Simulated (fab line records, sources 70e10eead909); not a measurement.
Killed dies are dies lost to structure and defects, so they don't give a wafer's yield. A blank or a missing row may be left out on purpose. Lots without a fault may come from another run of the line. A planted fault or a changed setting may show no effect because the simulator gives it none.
fab line records | flow nand_harc
record lots=24 wafers=72 last_day=33
route steps=1302 shown A_CHANNEL_HOLE_D1@487 A_DECK1_JOINT@542 A_CHANNEL_HOLE_D2@603 A_CHANNEL_FILL_D2@615
lots that met no fault: from a run of the same line without faults
start_h: hours from the record's first day to the start of the lot's first wafer shown | wait_h: hours since the lot's step before | " the same as in the row above | L1.1+2: a row that stands for several wafers | - no value, or no start given | * or withheld: withheld | < > ~ a bound
route shown NAME@n: a module of which the file shows steps, and the number in the route of the first | usual: mean/standard deviation of fault-free wafers | same: alike in all rows | chamber/n: place in a boat | sites: the reading at each site | _std_site: their standard deviation | _edge_site: outer sites' mean less inner sites' | radius_mm: how far each site lies from the wafer's centre | mask NAME#n: copy n | behind: the tool/chamber that last shaped the wafer | hold: why the lot was held/for how many hours/how that ended | device: the transistor (n, p or np) that didn't switch | end of line: the same wafers' tests at the end of the route | a step without rows: its recipe alone | killed: dies lost to structure and defects at the first sort, not the wafer's yield | map: a wafer's dies, x killed, . not, _ none there
set.NAME: the setting as run; set.NAME@STEP: as run at that earlier step | model.NAME: the simulator's own value behind a step, which no gauge read
steps of the route over a sample of lots; a table a step, a row a wafer
services: from which hour (start_h, from the record's first day; less than 0 if before it) a tool's chamber was out of use, for how many hours, and why
## steps
# step NHARC_A_CHANNEL_HOLE_D1_CD_MEAS_30
# usual cd_nm=90.2/1
# columns lot.wafer tool chamber start_h wait_h cd_nm
L074.1 cd_sem-01 - 182.88 - 90.9
L074.3 " - " " 89.4
L074.6 " - " " 90.0
L075.2 cd_sem-01 - 192.63 - 89.3
L075.3 " - " " 91.0
L075.4 " - " " 90.8
L076.1 cd_sem-01 - 209.82 - 93.1
L076.2 " - " " 92.0
L076.3 " - " " 90.9
L077.1 cd_sem-01 - 217.47 - 90.7
L077.4 " - " " 89.8
L077.5 " - " " 90.8
L078.2 cd_sem-02 - 225.12 - 91.5
L078.3 " - " " 91.3
L078.5 " - " " 91.1
L080.1 cd_sem-03 - 244.07 - 91.3
L080.2 " - " " 91.6
L080.5 " - " " 89.5
L079.2 cd_sem-03 - 244.59 - 91.0
L079.3 " - " " 91.1
L079.5 " - " " 90.4
L081.1 cd_sem-03 - 263.17 - 89.9
L081.2 " - " " 89.4
L081.5 " - " " 90.4
L082.1 cd_sem-02 - 268.51 - 91.2
L082.4 " - " " 90.2
L082.6 " - " " 89.8
L083.2 cd_sem-01 - 275.93 - 89.3
L083.3 " - " " 89.3
L083.6 " - " " 88.0
L084.1 cd_sem-02 - 293.79 - 89.9
L084.4 " - " " 89.6
L084.5 " - " " 89.6
L085.2 cd_sem-03 - 294.98 - 91.0
L085.5 " - " " 90.9
L085.6 " - " " 90.2
L086.2 cd_sem-02 - 309.57 - 88.6
L086.4 " - " " 89.8
L086.5 " - " " 90.0
L087.2 cd_sem-02 - 311.22 - 91.8
L087.3 " - " " 90.9
L087.4 " - " " 91.0
L088.3 cd_sem-03 - 339.49 - 89.4
L088.4 " - " " 90.2
L088.6 " - " " 90.4
L089.1 cd_sem-02 - 340.15 - 90.1
L089.3 " - " " 91.3
L089.4 " - " " 90.1
L091.1 cd_sem-03 - 360.83 - 90.4
L091.3 " - " " 89.6
L091.4 " - " " 91.0
L090.4 cd_sem-02 - 361.69 - 89.8
L090.5 " - " " 89.5
L090.6 " - " " 90.4
L092.2 cd_sem-02 - 373.94 - 90.7
L092.4 " - " " 91.5
L092.6 " - " " 90.6
L095.1 cd_sem-01 - 395.10 - 89.5
L095.4 " - " " 88.7
L095.5 " - " " 88.6
L094.2 cd_sem-02 - 399.28 - 88.7
L094.5 " - " " 89.5
L094.6 " - " " 90.1
L093.1 cd_sem-03 - 402.79 - 89.3
L093.5 " - " " 90.5
L093.6 " - " " 89.5
L096.1 cd_sem-03 - 403.59 - 89.7
L096.5 " - " " 90.2
L096.6 " - " " 90.3
L097.1 cd_sem-02 - 416.34 - 89.6
L097.2 " - " " 90.8
L097.6 " - " " 89.1
# step NHARC_A_DECK1_JOINT_DEP_16
# recipe target_thk_a=450 temp_c=400 pressure_torr=6.5 rf_w=900 teos_flow_sccm=161.4 flow_sccm=2650 target_thk_nm=45 gas=O2 material=SiO2
# usual heater_power_w=567/110 showerhead_vpp_V=1809/77 throttle_valve_pct=15.9/0.38
# columns lot.wafer tool chamber start_h wait_h heater_power_w showerhead_vpp_V throttle_valve_pct
L074.1 pecvd-01 0 261.90 0.1 507 1803 15.9
L074.3 " 1 " " 713 1689 15.9
L074.6 " 2 " " 767 1745 16.3
L075.2 pecvd-01 0 279.55 0.1 517 1787 15.5
L075.3 " 2 " " 751 1792 16.5
L075.4 " 1 " " 681 1734 15.9
L078.3 pecvd-03 0 302.07 0.1 449 1721 16.0
L078.2 " 1 " " 663 1948 15.5
L078.5 " 2 " " 561 1838 16.7
L077.1 pecvd-01 0 302.08 0.1 452 1778 15.9
L077.5 " 2 " " 618 1796 16.6
L077.4 " 0 " " 435 1795 15.6
L076.3 pecvd-04 2 307.03 0.1 562 1928 15.5
L076.1 " 0 " " 636 1764 15.9
L076.2 " 1 " " 526 1803 15.9
L080.1 pecvd-03 0 328.31 0.1 466 1715 15.9
L080.2 " 1 " " 705 1916 15.6
L080.5 " 2 " " 564 1828 16.4
L079.3 pecvd-01 0 328.35 0.1 499 1819 15.7
L079.2 " 1 " " 700 1700 15.5
L079.5 " 1 " " 691 1713 15.2
L081.1 pecvd-01 2 352.79 0.1 799 1763 16.1
L081.2 " 0 " " 474 1835 15.7
L081.5 " 1 " " 648 1705 15.2
L082.1 pecvd-03 2 352.81 0.1 520 1808 16.3
L082.6 " 1 " " 666 1946 15.5
L082.4 " 2 " " 526 1820 16.7
L083.2 pecvd-03 1 360.27 0.1 594 1891 15.7
L083.3 " 0 " " 464 1692 15.7
L083.6 " 2 " " 575 1812 16.8
L084.1 pecvd-04 2 381.04 0.2 430 1966 15.9
L084.5 " 2 " " 457 1934 15.7
L084.4 " 0 " " 681 1755 15.8
L085.2 pecvd-04 1 381.24 0.4 456 1794 15.9
L085.5 " 2 " " 507 1937 15.8
L085.6 " 1 " " 464 1825 16.1
L086.2 pecvd-01 0 397.45 0.1 481 1792 15.8
L086.5 " 0 " " 459 1810 15.8
L086.4 " 1 " " 750 1712 15.5
L087.2 pecvd-01 1 407.30 0.1 650 1720 15.5
L087.3 " 0 " " 456 1791 15.5
L087.4 " 0 " " 473 1802 15.9
L088.3 pecvd-04 1 429.17 0.1 511 1811 16.3
L088.6 " 2 " " 546 1936 15.6
L088.4 " 0 " " 608 1791 16.2
L089.1 pecvd-03 2 429.20 0.1 477 1793 16.1
L089.3 " 0 " " 369 1694 15.5
L089.4 " 0 " " 359 1727 15.3
L091.1 pecvd-04 2 447.57 0.1 557 1919 15.9
L091.3 " 0 " " 620 1771 15.9
L091.4 " 0 " " 602 1753 16.3
L090.5 pecvd-03 0 447.62 0.2 367 1738 15.2
L090.6 " 1 " " 591 1921 15.7
L090.4 " 2 " " 550 1821 16.4
L092.2 pecvd-01 1 458.66 0.1 739 1709 15.3
L092.6 " 0 " " 491 1838 15.8
L092.4 " 1 " " 704 1740 15.5
L095.1 pecvd-04 0 477.24 0.1 658 1766 16.0
L095.4 " 1 " " 434 1827 15.4
L095.5 " 0 " " 506 1766 16.0
L094.2 pecvd-04 1 481.81 0.1 430 1831 15.5
L094.5 " 2 " " 436 1953 15.6
L094.6 " 0 " " 603 1765 15.9
L093.1 pecvd-03 0 490.15 0.1 451 1689 15.6
L093.5 " 0 " " 472 1737 15.7
L093.6 " 1 " " 554 1936 16.0
L096.1 pecvd-04 1 490.21 0.1 482 1812 15.4
L096.5 " 2 " " 485 1969 15.3
L096.6 " 0 " " 635 1767 15.4
L097.1 pecvd-03 2 499.30 0.1 471 1792 16.8
L097.2 " 1 " " 683 1943 15.9
L097.6 " 2 " " 465 1810 16.5
# step NHARC_A_CHANNEL_HOLE_D2_ETCH_44
# recipe target_depth_a=1400 overetch_a=140 time_s=77 ion_energy_ev=100 cf4_flow_sccm=80 o2_flow_sccm=20 ar_flow_sccm=0 rf_w=300 bias_w=100 chemistry=CF4/O2
# usual cf4_flow_sccm=79.99/0.25 drypump_motor_current_A=5.8/0.44 oes_product_au=1.001/0.0075 rf_vpp_V=198.0/1.2 showerhead_plenum_p_Torr=1.35/0.048 throttle_valve_pct=13.397/0.0088
# columns lot.wafer tool chamber start_h wait_h cf4_flow_sccm drypump_motor_current_A oes_product_au rf_hours_counter_h rf_vpp_V showerhead_plenum_p_Torr throttle_valve_pct
L074.1 rie_diel-02 3 288.80 0.1 79.85 5.7 1.012 3.3 198.6 1.41 13.401
L074.3 " 0 " " 79.85 5.9 1.002 4.2 197.4 1.35 13.399
L074.6 " 2 " " 79.76 5.1 1.006 - 198.3 1.31 13.403
L075.3 rie_diel-05 0 303.09 0.1 79.77 6.3 0.998 5.3 196.6 1.36 13.389
L075.2 " 1 " " 79.99 5.7 0.996 5.6 197.8 1.40 13.383
L075.4 " 2 " " 79.86 5.1 1.005 - 200.0 1.43 13.385
L077.1 rie_diel-07 0 324.05 0.1 80.22 6.3 0.995 0.4 198.2 1.32 13.382
L077.4 " 1 " " 80.09 5.6 1.002 0.2 196.5 1.28 13.401
L077.5 " 2 " " 79.70 5.4 1.006 - 196.2 1.29 13.409
L078.3 rie_diel-05 2 324.34 0.1 79.63 5.1 1.008 4.7 199.2 1.43 13.399
L078.2 " 3 " " 80.17 6.0 0.996 6.5 197.5 1.39 13.399
L078.5 " 1 " " 80.07 5.7 0.998 - 198.4 1.40 13.383
L076.2 rie_diel-05 1 335.12 0.1 79.96 5.7 0.993 8.4 199.1 1.40 13.400
L076.3 " 2 " " 79.94 5.1 0.996 6.5 198.6 1.43 13.403
L076.1 " 3 " " 80.01 6.0 0.996 7.6 196.9 1.39 13.387
L079.2 rie_diel-02 2 350.53 0.1 80.02 5.1 1.003 6.8 197.7 1.31 13.398
L079.3 " 3 " " 80.16 5.7 1.006 7.6 199.5 1.41 13.403
L079.5 " 1 " " 79.97 6.5 1.007 - 196.0 1.29 13.409
L080.1 rie_diel-07 1 350.67 0.1 80.32 5.5 1.001 1.9 197.2 1.28 13.396
L080.2 " 2 " " 79.82 5.4 1.003 2.1 195.6 1.29 13.405
L080.5 " 1 " " 80.69 5.6 0.997 - 196.3 1.28 13.404
L082.4 rie_diel-02 2 375.00 0.1 79.94 5.1 1.001 8.5 197.0 1.31 13.387
L082.1 " 0 " " 79.60 6.0 1.008 9.8 199.5 1.35 13.393
L082.6 " 2 " " 79.88 5.1 0.997 - 198.0 1.31 13.405
L081.1 rie_diel-07 3 379.13 0.1 80.18 6.0 1.008 3.7 197.2 1.36 13.401
L081.2 " 0 " " 80.03 6.3 1.000 4.1 197.8 1.32 13.393
L081.5 " 0 " " 80.08 6.3 1.008 - 198.1 1.32 13.401
L083.3 rie_diel-02 1 390.00 0.1 80.15 6.5 1.006 9.6 197.5 1.29 13.397
L083.2 " 3 " " 79.97 5.7 0.994 10.4 199.1 1.41 13.390
L083.6 " 1 " " 79.94 6.5 1.001 - 196.1 1.29 13.404
L084.1 rie_diel-02 1 406.04 0.1 79.38 6.4 0.994 0.0 197.0 1.29 13.398
L084.4 " 2 " " 79.76 5.1 0.996 0.0 197.2 1.31 13.400
L084.5 " 1 " " 79.95 6.5 0.991 - 197.0 1.29 13.388
L085.2 rie_diel-07 1 406.69 0.1 80.19 5.5 1.000 4.9 196.1 1.28 13.399
L085.5 " 2 " " 80.32 5.4 1.004 - 197.2 1.29 13.399
L085.6 " 3 " " 79.94 6.0 1.002 - 197.8 1.36 13.391
L086.4 rie_diel-02 2 423.36 0.1 79.63 5.1 1.005 0.7 197.1 1.31 13.388
L086.2 " 3 " " 80.09 5.7 1.005 0.7 199.8 1.41 13.391
L086.5 " 0 " " 79.93 6.0 1.005 - 196.8 1.35 13.396
L087.4 rie_diel-07 1 435.80 0.1 80.00 5.6 0.996 6.1 197.9 1.28 13.385
L087.2 " 2 " " 80.09 5.4 0.996 5.9 197.8 1.29 13.399
L087.3 " 3 " " 80.27 6.0 1.011 5.8 198.1 1.36 13.397
L088.3 rie_diel-07 0 455.33 0.1 79.90 6.3 0.996 6.8 197.5 1.32 13.392
L088.4 " 1 " " 80.23 5.6 1.001 6.6 195.7 1.28 13.393
L088.6 " 0 " " 79.78 6.3 1.002 - 196.9 1.32 13.384
L089.1 rie_diel-02 2 457.92 0.1 79.62 5.1 1.016 2.8 197.9 1.31 13.381
L089.3 " 3 " " 80.00 5.7 1.020 2.6 198.6 1.41 13.398
L089.4 " 0 " " 80.26 6.0 1.006 3.2 197.5 1.35 13.399
L091.4 rie_diel-02 0 472.63 0.1 80.24 6.0 0.997 3.7 197.4 1.35 13.412
L091.1 " 1 " " 79.64 6.5 0.986 4.1 196.9 1.29 13.397
L091.3 " 3 " " 80.35 5.7 1.012 3.2 198.3 1.41 13.399
L090.4 rie_diel-05 3 474.45 0.1 80.42 6.0 1.003 4.4 197.9 1.39 13.392
L090.5 " 2 " " 80.11 5.0 0.999 - 199.1 1.43 13.394
L090.6 " 3 " " 79.97 6.0 0.993 - 200.1 1.39 13.391
L092.4 rie_diel-05 1 485.43 0.0 79.60 5.7 0.997 4.5 199.2 1.40 13.390
L092.2 " 2 " " 80.06 5.1 0.991 5.0 200.7 1.43 13.399
L092.6 " 1 " " 80.25 5.7 1.000 - 199.7 1.40 13.406
L095.1 rie_diel-07 0 502.92 0.1 79.92 6.2 0.992 0.8 198.3 1.32 13.396
L095.4 " 3 " " 79.92 6.0 0.993 - 198.9 1.36 13.391
L095.5 " 0 " " 79.94 6.3 0.998 - 198.0 1.32 13.399
L094.2 rie_diel-05 3 507.07 0.1 79.93 5.9 1.002 5.8 198.2 1.39 13.411
L094.5 " 0 " " 80.03 6.4 1.010 - 199.0 1.36 13.390
L094.6 " 1 " " 79.59 5.7 1.001 - 198.6 1.40 13.398
L093.1 rie_diel-02 2 515.40 0.1 79.53 5.1 0.997 7.1 197.4 1.31 13.411
L093.6 " 0 " " 79.83 6.0 1.000 - 197.9 1.35 13.397
L093.5 " 1 " " 80.18 6.5 0.982 - 196.8 1.29 13.394
L096.1 rie_diel-07 3 516.76 0.1 80.01 6.0 0.994 1.2 197.6 1.36 13.382
L096.6 " 0 " " 79.46 6.3 1.001 - 198.4 1.32 13.416
L096.5 " 1 " " 80.01 5.5 0.983 - 195.6 1.28 13.402
L097.1 rie_diel-02 2 526.32 0.1 79.78 5.1 1.005 7.4 195.8 1.31 13.392
L097.2 " 0 " " 80.05 6.0 1.009 6.7 197.7 1.35 13.379
L097.6 " 0 " " 80.28 6.0 0.997 - 198.3 1.35 13.388
# step NHARC_A_CHANNEL_HOLE_D2_STRIP_28
# recipe o2_flow_sccm=500 ar_flow_sccm=0 bias_w=0 chemistry=O2
# usual drypump_motor_current_A=5.8/0.44 oes_product_au=1.001/0.0073 rf_vpp_V=57.9/0.87 showerhead_plenum_p_Torr=3.56/0.12 throttle_valve_pct=17.038/0.009
# columns lot.wafer tool chamber start_h wait_h drypump_motor_current_A oes_product_au rf_hours_counter_h rf_vpp_V showerhead_plenum_p_Torr throttle_valve_pct
L074.3 rie_diel-02 3 - - 5.7 1.003 3.3 58.9 3.72 17.043
L074.1 " 0 " " 6.0 0.991 4.2 57.4 3.56 17.020
L074.6 " 3 " " 5.7 1.010 - 57.3 3.72 17.035
L075.3 rie_diel-05 0 - - 6.4 0.992 5.4 57.0 3.60 17.052
L075.2 " 2 " " 5.1 0.999 3.9 58.7 3.77 17.010
L075.4 " 0 " " 6.4 0.991 - 58.6 3.60 17.045
L077.4 rie_diel-07 3 - - 6.0 1.016 0.5 58.2 3.60 17.037
L077.1 " 1 " " 5.5 1.015 0.2 57.6 3.40 17.035
L077.5 " 0 " " 6.2 1.017 - 57.2 3.50 17.038
L078.3 rie_diel-05 3 - - 6.0 0.996 6.5 57.2 3.68 17.040
L078.2 " 1 " " 5.7 1.003 6.7 58.7 3.70 17.041
L078.5 " 2 " " 5.1 1.009 - 58.6 3.77 17.037
L076.3 rie_diel-05 2 - - 5.1 0.999 6.6 60.2 3.77 17.045
L076.1 " 3 " " 6.0 0.993 7.7 58.5 3.68 17.047
L076.2 " 0 " " 6.4 0.992 7.7 58.1 3.60 17.024
L079.2 rie_diel-02 1 - - 6.5 1.008 7.3 57.2 3.41 17.038
L079.3 " 3 " " 5.7 1.003 7.7 58.2 3.72 17.036
L079.5 " 1 " " 6.5 1.012 - 56.7 3.41 17.050
L080.1 rie_diel-07 3 - - 6.0 1.008 2.8 59.1 3.60 17.033
L080.2 " 2 " " 5.4 1.002 2.2 56.1 3.41 17.045
L080.5 " 3 " " 6.0 1.006 - 56.9 3.60 17.034
L082.1 rie_diel-02 0 - - 6.0 0.999 9.8 57.5 3.56 17.046
L082.4 " 2 " " 5.1 1.007 8.6 58.4 3.47 17.039
L082.6 " 0 " " 6.0 0.999 - 58.1 3.56 17.043
L081.1 rie_diel-07 3 - - 6.0 1.005 3.8 57.9 3.60 17.032
L081.2 " 0 " " 6.3 0.990 4.2 58.3 3.50 17.032
L081.5 " 3 " " 6.0 1.001 - 58.0 3.60 17.045
L083.3 rie_diel-02 1 - - 6.5 0.990 9.7 57.3 3.41 17.017
L083.2 " 2 " " 5.1 0.993 9.4 57.0 3.47 17.046
L083.6 " 0 " " 6.0 1.004 - 57.8 3.56 17.035
L084.4 rie_diel-02 3 - - 5.8 1.016 0.1 59.5 3.71 17.045
L084.1 " 0 " " 6.0 0.999 0.1 58.4 3.56 17.031
L084.5 " 3 " " 5.8 1.000 - 56.7 3.71 17.030
L085.2 rie_diel-07 3 - - 6.0 1.009 5.1 58.1 3.60 17.034
L085.6 " 0 " " 6.3 1.000 - 56.8 3.50 17.042
L085.5 " 1 " " 5.6 0.997 - 57.7 3.40 17.038
L086.4 rie_diel-02 1 - - 6.4 1.000 1.0 57.7 3.41 17.004
L086.2 " 2 " " 5.1 1.002 0.7 56.6 3.47 17.029
L086.5 " 2 " " 5.1 1.000 - 58.6 3.47 17.041
L087.3 rie_diel-07 0 - - 6.3 0.990 6.3 58.1 3.49 17.051
L087.4 " 2 " " 5.4 0.991 5.9 59.1 3.41 17.037
L087.2 " 3 " " 6.0 1.022 5.8 58.5 3.60 17.046
L088.3 rie_diel-07 1 - - 5.6 0.993 6.6 57.3 3.40 17.029
L088.4 " 2 " " 5.4 1.000 6.3 57.6 3.41 17.039
L088.6 " 1 " " 5.6 0.992 - 56.4 3.40 17.030
L089.1 rie_diel-02 2 - - 5.1 0.999 2.9 56.6 3.47 17.052
L089.4 " 3 " " 5.8 1.011 2.7 57.6 3.71 17.043
L089.3 " 0 " " 6.0 0.996 3.3 56.5 3.56 17.042
L091.1 rie_diel-02 0 - - 6.0 0.999 3.8 57.6 3.56 17.042
L091.3 " 1 " " 6.5 0.987 4.1 58.4 3.41 17.039
L091.4 " 2 " " 5.1 0.998 3.6 57.8 3.47 17.032
L090.4 rie_diel-05 1 - - 5.7 1.002 4.0 57.7 3.70 17.040
L090.5 " 0 " " 6.4 1.003 - 58.6 3.60 17.051
L090.6 " 1 " " 5.7 1.012 - 59.3 3.70 17.048
L092.2 rie_diel-05 2 - - 5.1 0.992 5.0 58.1 3.77 17.031
L092.4 " 3 " " 6.0 1.001 5.1 59.3 3.67 17.038
L092.6 " 1 " " 5.7 0.998 - 57.2 3.70 17.046
L095.1 rie_diel-07 3 - - 6.0 1.003 0.8 58.4 3.60 17.034
L095.4 " 0 " " 6.3 1.008 - 58.7 3.49 17.038
L095.5 " 2 " " 5.4 1.008 - 58.6 3.41 17.038
L094.2 rie_diel-05 1 - - 5.7 0.995 5.3 57.4 3.70 17.053
L094.6 " 2 " " 5.1 0.994 - 59.2 3.77 17.045
L094.5 " 3 " " 6.0 1.000 - 56.9 3.67 17.040
L093.1 rie_diel-02 1 - - 6.5 0.991 6.6 58.1 3.41 17.041
L093.5 " 3 " " 5.7 1.007 - 58.4 3.71 17.054
L093.6 " 0 " " 6.0 1.006 - 59.5 3.55 17.031
L096.1 rie_diel-07 0 - - 6.3 1.006 1.3 55.9 3.49 17.053
L096.6 " 2 " " 5.4 1.014 - 56.9 3.41 17.040
L096.5 " 3 " " 6.0 1.012 - 57.7 3.60 17.036
L097.2 rie_diel-02 2 - - 5.1 0.999 7.5 58.0 3.46 17.043
L097.1 " 3 " " 5.7 1.003 7.0 58.8 3.71 17.045
L097.6 " 3 " " 5.8 1.007 - 58.5 3.71 17.024
# step NHARC_A_CHANNEL_FILL_D2_ALD_15
# recipe target_thk_a=20 pulse_time_s=60 ald_cycles=19 temp_c=630 pressure_torr=2 material=SiNx
# usual precursor_pulse_height_rel=0.999/0.021
# columns lot.wafer tool chamber start_h wait_h precursor_pulse_height_rel
L074.1 ald_sin_batch-02 0 - - 1.018
L074.3 " 0 " " 0.994
L074.6 " 0 " " 0.980
L075.2 ald_sin_batch-03 0 - - 0.995
L075.3 " 0 " " 0.993
L075.4 " 0 " " 0.986
L077.1 ald_sin_batch-01 0 - - 0.975
L077.4 " 0 " " 0.961
L077.5 " 0 " " 0.971
L078.2 ald_sin_batch-01 0 - - 0.988
L078.3 " 0 " " 0.993
L078.5 " 0 " " 0.989
L076.1 ald_sin_batch-01 0 - - 1.016
L076.2 " 0 " " 1.018
L076.3 " 0 " " 0.972
L079.2 ald_sin_batch-01 0 - - 1.013
L079.3 " 0 " " 1.010
L079.5 " 0 " " 1.014
L080.1 ald_sin_batch-01 0 - - 1.032
L080.2 " 0 " " 0.987
L080.5 " 0 " " 1.005
L082.1 ald_sin_batch-03 0 - - 0.998
L082.4 " 0 " " 0.991
L082.6 " 0 " " 0.996
L081.1 ald_sin_batch-02 0 - - 0.985
L081.2 " 0 " " 0.991
L081.5 " 0 " " 0.992
L083.2 ald_sin_batch-01 0 - - 1.018
L083.3 " 0 " " 1.021
L083.6 " 0 " " 0.988
L084.1 ald_sin_batch-02 0 - - 0.970
L084.4 " 0 " " 0.984
L084.5 " 0 " " 0.989
L085.2 ald_sin_batch-02 0 - - 1.004
L085.5 " 0 " " 1.008
L085.6 " 0 " " 1.000
L086.2 ald_sin_batch-01 0 - - 1.030
L086.4 " 0 " " 0.987
L086.5 " 0 " " 1.012
L087.2 ald_sin_batch-01 0 - - 0.989
L087.3 " 0 " " 0.992
L087.4 " 0 " " 1.006
L088.3 ald_sin_batch-03 0 - - 0.999
L088.4 " 0 " " 1.059
L088.6 " 0 " " 1.011
L089.1 ald_sin_batch-03 0 - - 1.022
L089.3 " 0 " " 0.969
L089.4 " 0 " " 0.959
L090.4 ald_sin_batch-02 0 - - 0.970
L090.5 " 0 " " 0.985
L090.6 " 0 " " 0.953
L091.1 ald_sin_batch-02 0 - - 0.985
L091.3 " 0 " " 1.015
L091.4 " 0 " " 0.982
L092.2 ald_sin_batch-02 0 - - 0.996
L092.4 " 0 " " 1.019
L092.6 " 0 " " 1.003
L095.1 ald_sin_batch-03 0 - - 0.987
L095.4 " 0 " " 0.988
L095.5 " 0 " " 1.007
L094.2 ald_sin_batch-02 0 - - 0.984
L094.5 " 0 " " 0.975
L094.6 " 0 " " 0.990
L093.1 ald_sin_batch-03 0 - - 0.993
L093.5 " 0 " " 1.033
L093.6 " 0 " " 1.007
L096.1 ald_sin_batch-03 0 - - 0.997
L096.5 " 0 " " 0.997
L096.6 " 0 " " 0.989
L097.1 ald_sin_batch-01 0 - - 1.014
L097.2 " 0 " " 1.011
L097.6 " 0 " " 0.996
# step NHARC_A_CHANNEL_FILL_D2_ETCHBACK_19
# recipe target_depth_a=50 time_s=1.7 hbr_flow_sccm=150 cl2_flow_sccm=50 rf_w=400 icp_w=400 bias_w=100 chemistry=HBr/Cl2
# usual drypump_motor_current_A=6.0/0.44 mfc_cl2_sccm=49.99/0.2 oes_product_au=1.000/0.0074 throttle_valve_pct=26.406/0.0087
# columns lot.wafer tool chamber start_h wait_h drypump_motor_current_A mfc_cl2_sccm oes_product_au rf_hours_counter_h throttle_valve_pct
L074.1 rie_si-01 2 314.07 0.4 6.4 49.99 1.014 0.26 26.403
L074.3 " 0 " " 6.3 50.01 1.007 0.45 26.409
L074.6 " 1 " " 6.2 49.85 1.005 - 26.402
L075.3 rie_si-06 2 328.91 0.4 5.2 50.22 1.017 0.47 26.403
L075.2 " 0 " " 5.4 50.01 1.009 0.35 26.387
L075.4 " 1 " " 6.1 49.94 1.002 0.36 26.409
L078.2 rie_si-06 1 348.71 0.4 6.1 49.64 0.992 0.47 26.398
L078.3 " 3 " " 5.5 49.85 0.996 0.54 26.423
L078.5 " 2 " " 5.2 50.00 0.998 - 26.403
L077.1 rie_si-01 3 348.71 0.4 6.3 50.13 0.993 0.47 26.409
L077.4 " 2 " " 6.4 50.06 1.010 0.52 26.389
L077.5 " 3 " " 6.3 49.96 0.991 - 26.408
L076.3 rie_si-01 2 361.03 0.4 6.4 50.23 0.997 0.53 26.413
L076.1 " 3 " " 6.3 50.18 1.002 0.50 26.410
L076.2 " 0 " " 6.3 50.12 1.001 0.68 26.413
L080.1 rie_si-04 0 376.22 0.4 6.6 49.80 0.987 0.09 26.397
L080.2 " 1 " " 6.1 50.13 0.996 0.19 26.403
L080.5 " 0 " " 6.7 50.02 0.993 - 26.411
L079.3 rie_si-06 1 376.22 0.4 6.1 49.99 0.996 0.64 26.416
L079.2 " 2 " " 5.2 49.97 1.007 0.77 26.406
L079.5 " 0 " " 5.3 49.91 1.000 - 26.404
L082.4 rie_si-01 3 401.32 0.4 6.3 49.92 0.994 0.79 26.404
L082.1 " 1 " " 6.2 50.04 0.994 0.78 26.400
L082.6 " 3 " " 6.3 49.90 0.991 - 26.406
L081.2 rie_si-06 3 401.32 0.4 5.5 49.95 1.006 0.93 26.419
L081.1 " 2 " " 5.2 49.73 1.007 0.90 26.402
L081.5 " 0 " " 5.3 50.05 0.996 - 26.398
L083.2 rie_si-04 1 415.14 0.4 6.1 50.13 0.996 0.34 26.412
L083.3 " 3 " " 5.9 49.83 0.995 0.26 26.395
L083.6 " 0 " " 6.7 49.90 0.988 - 26.422
L084.4 rie_si-04 0 430.69 0.4 6.7 49.94 0.987 0.50 26.409
L084.1 " 1 " " 6.1 49.83 1.004 0.62 26.407
L084.5 " 0 " " 6.7 49.82 0.994 - 26.415
L085.2 rie_si-04 3 430.77 0.5 5.9 49.98 0.999 0.50 26.405
L085.6 " 3 " " 5.9 49.92 1.003 - 26.425
L085.5 " 0 " " 6.6 50.19 0.993 - 26.407
L086.4 rie_si-06 0 448.19 0.4 5.4 50.28 1.019 0.02 26.402
L086.2 " 3 " " 5.5 49.74 0.999 0.01 26.412
L086.5 " 0 " " 5.4 49.84 1.012 - 26.408
L087.2 rie_si-04 0 463.27 0.4 6.7 50.13 0.995 0.65 26.428
L087.3 " 1 " " 6.1 49.84 1.012 0.84 26.413
L087.4 " 2 " " 5.8 49.99 1.020 0.66 26.394
L089.3 rie_si-06 2 480.63 0.4 5.3 50.14 1.009 0.15 26.413
L089.4 " 0 " " 5.4 50.10 1.006 0.16 26.406
L089.1 " 1 " " 6.1 50.22 0.997 0.17 26.403
L088.3 rie_si-01 3 480.63 0.4 6.3 49.99 1.008 0.13 26.408
L088.4 " 2 " " 6.4 50.04 0.999 0.29 26.418
L088.6 " 0 " " 6.3 50.03 1.004 - 26.400
L091.4 rie_si-01 3 500.88 0.4 6.3 49.93 0.994 0.23 26.405
L091.1 " 0 " " 6.3 50.00 0.993 0.43 26.405
L091.3 " 1 " " 6.1 50.21 0.992 0.42 26.410
L090.4 rie_si-06 0 500.89 0.4 5.4 49.81 1.006 0.21 26.409
L090.5 " 0 " " 5.4 49.75 1.007 - 26.407
L090.6 " 1 " " 6.1 49.77 0.997 - 26.408
L092.4 rie_si-06 2 511.52 0.4 5.3 50.10 1.006 0.27 26.402
L092.2 " 0 " " 5.4 49.98 1.015 0.24 26.404
L092.6 " 3 " " 5.4 50.08 0.999 - 26.414
L095.4 rie_si-04 0 529.03 0.4 6.6 49.98 1.018 0 26.395
L095.1 " 3 " " 5.9 49.99 1.005 0 26.407
L095.5 " 0 " " 6.6 50.06 1.008 - 26.383
L094.2 rie_si-01 0 535.77 0.4 6.3 50.05 1.002 0.66 26.409
L094.5 " 1 " " 6.2 50.09 1.000 - 26.420
L094.6 " 2 " " 6.4 49.89 0.998 - 26.391
L093.1 rie_si-01 3 541.72 0.4 6.3 50.11 0.996 0.52 26.404
L093.5 " 2 " " 6.4 49.68 0.993 - 26.393
L093.6 " 3 " " 6.3 50.02 1.008 - 26.403
L096.1 rie_si-06 0 541.74 0.4 5.4 49.86 1.007 0.45 26.404
L096.5 " 1 " " 6.1 50.31 0.986 - 26.409
L096.6 " 2 " " 5.2 49.89 1.000 - 26.428
L097.2 rie_si-04 3 551.64 0.4 5.9 49.88 0.998 0.18 26.406
L097.1 " 0 " " 6.7 50.12 0.998 0.18 26.416
L097.6 " 3 " " 5.9 49.94 0.995 - 26.409
## services
# columns tool chamber start_h hours kind
rie_si-06 - 249.00 9.0 pm
rie_diel-05 2 257.82 16.8 repair
rie_diel-07 2 260.33 5.0 repair
rie_si-06 2 268.78 1.4 repair
rie_diel-07 1 274.83 37.0 repair
rie_si-06 3 293.05 5.2 repair
rie_diel-07 - 294.20 9.0 pm
rie_diel-05 3 302.40 5.9 repair
rie_si-06 - 314.66 0.3 repair
rie_diel-02 1 323.96 3.4 repair
rie_diel-05 0 367.17 2.5 repair
rie_si-06 3 371.37 1.6 repair
rie_diel-05 0 372.98 5.7 repair
rie_diel-05 - 373.85 1.2 repair
rie_diel-05 3 391.77 7.7 repair
rie_diel-02 - 393.84 9.0 pm
rie_diel-05 - 406.60 9.0 pm
rie_si-06 - 426.00 9.0 pm
rie_si-06 - 470.20 0.2 repair
rie_diel-07 - 471.20 9.0 pm
rie_diel-02 1 498.26 6.0 repair
rie_diel-07 1 499.92 7.6 repair
rie_diel-02 1 519.51 15.1 repair
rie_diel-02 0 521.29 2.6 repair
## key
fault none
